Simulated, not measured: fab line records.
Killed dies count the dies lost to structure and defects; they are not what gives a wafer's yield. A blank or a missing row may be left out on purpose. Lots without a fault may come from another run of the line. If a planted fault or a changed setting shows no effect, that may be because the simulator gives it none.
Chamber matching -- flow nand-harc -- pecvd-02 running NHARC_P_M2_DEP_33: 3 sister chambers
The step deposits SiCN, target thk 30 nm. 3 wafers are shown with their chamber, then 11 later ones without.

== WAFERS WITH THEIR CHAMBER ==
wafer,chamber,heater-power-w (W)
L091.3,1,496
L091.6,2,573
L090.1,0,503

== WAFERS WITH NO CHAMBER GIVEN ==
wafer,heater-power-w (W)
L090.3,597
L090.5,512
L092.1,543
L092.3,495
L092.4,558
L093.1,502
L093.4,458
L093.6,561
L097.3,543
L097.4,438
L097.5,588

== WHICH CHAMBER EACH ONE RAN IN ==
wafer,from the rows above,in truth
L090.3,2,2
L090.5,can't be placed: 0 or 1 or 2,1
L092.1,can't be placed: 2 or 0 or 1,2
L092.3,can't be placed: 1 or 0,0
L092.4,can't be placed: 2 or 0 or 1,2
L093.1,can't be placed: 0 or 1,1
L093.4,can't be placed: 1 or 0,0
L093.6,can't be placed: 2 or 0 or 1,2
L097.3,can't be placed: 2 or 0 or 1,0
L097.4,can't be placed: 1 or 0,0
L097.5,2,2
Correctly placed: 2 of 11. Cannot be placed on the basis of these rows: 9; the candidates contain the true chamber in 9. Number placed wrongly: 0.
How it was worked out, from the rows above alone: a wafer's distance from a chamber is the root of the sum, over the readings, of the square of ((its reading less the chamber's mean) divided by the reading's scatter). If the next closest chamber is less than 2 further off than the closest, the wafer can't be placed; otherwise it belongs to the closest. The mean given for a chamber averages the wafers shown for that chamber. The scatter: with one shown wafer a chamber, the root of the mean of the squares of how far each hidden wafer lies from its nearest shown one.
